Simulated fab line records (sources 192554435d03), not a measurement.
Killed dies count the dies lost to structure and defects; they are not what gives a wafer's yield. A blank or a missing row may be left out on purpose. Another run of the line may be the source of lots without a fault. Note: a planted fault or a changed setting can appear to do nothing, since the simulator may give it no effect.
Matching of chambers + flow n5 finfet + N5_MOL_CONTACT_COAG_CO_FILL_22 on cvd co-01 has 3 sister chambers
The step material Co, precursor CCTBA/H2, target thk 20 nm. 20 wafers are shown with their chamber, then 10 later ones without.

WAFERS WITH THEIR CHAMBER
| wafer  | chamber | heater power w (W) |
|--------|---------|--------------------|
| L075.1 | 0       | 202                |
| L075.4 | 2       | 227                |
| L075.6 | 1       | 216                |
| L077.2 | 1       | 212                |
| L077.4 | 2       | 231                |
| L077.5 | 1       | 217                |
| L079.1 | 0       | 210                |
| L079.3 | 2       | 222                |
| L079.4 | 0       | 206                |
| L081.3 | 2       | 228                |
| L081.5 | 2       | 219                |
| L081.6 | 0       | 203                |
| L086.1 | 1       | 228                |
| L086.3 | 0       | 205                |
| L086.5 | 0       | 205                |
| L090.1 | 0       | 205                |
| L090.3 | 0       | 207                |
| L090.5 | 0       | 210                |
| L092.2 | 1       | 227                |
| L092.3 | 1       | 222                |

SIGNATURES (averages over the wafers above)
| reading        | chamber 0 | chamber 1 | chamber 2 | scatter within a chamber |
|----------------|-----------|-----------|-----------|--------------------------|
| heater power w | 205.89    | 220.33    | 225.40    | 4.6                      |
Rule: for a wafer and a chamber, the distance is found by dividing, reading by reading, the gap between the wafer's reading and the chamber's mean by the reading's scatter, squaring, summing and taking the root. If the next closest chamber is less than 2 further off than the closest, the wafer can't be placed; otherwise it belongs to the closest. The scatter: take each reading less its chamber's mean, square it, sum over the shown wafers, divide by the number of wafers less the number of chambers, and take the root.

WAFERS WHOSE CHAMBER IS MISSING
| wafer  | heater power w (W) |
|--------|--------------------|
| L092.6 | 203                |
| L094.1 | 206                |
| L094.5 | 229                |
| L094.6 | 204                |
| L096.1 | 228                |
| L096.2 | 212                |
| L096.5 | 227                |
| L097.2 | 226                |
| L097.3 | 224                |
| L097.5 | 222                |

EACH ONE'S CHAMBER
| wafer  | from the rows above          | in truth |
|--------|------------------------------|----------|
| L092.6 | 0                            | 0        |
| L094.1 | 0                            | 0        |
| L094.5 | can't be placed: 2 or 1      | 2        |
| L094.6 | 0                            | 0        |
| L096.1 | can't be placed: 2 or 1      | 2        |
| L096.2 | can't be placed: 0 or 1 or 2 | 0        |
| L096.5 | can't be placed: 2 or 1      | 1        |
| L097.2 | can't be placed: 2 or 1      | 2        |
| L097.3 | can't be placed: 2 or 1      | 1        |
| L097.5 | can't be placed: 1 or 2      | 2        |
Correct placement for 3 of the 10. Cannot be placed on the basis of these rows: 7; the candidates contain the true chamber in 7. Placed wrongly: 0.
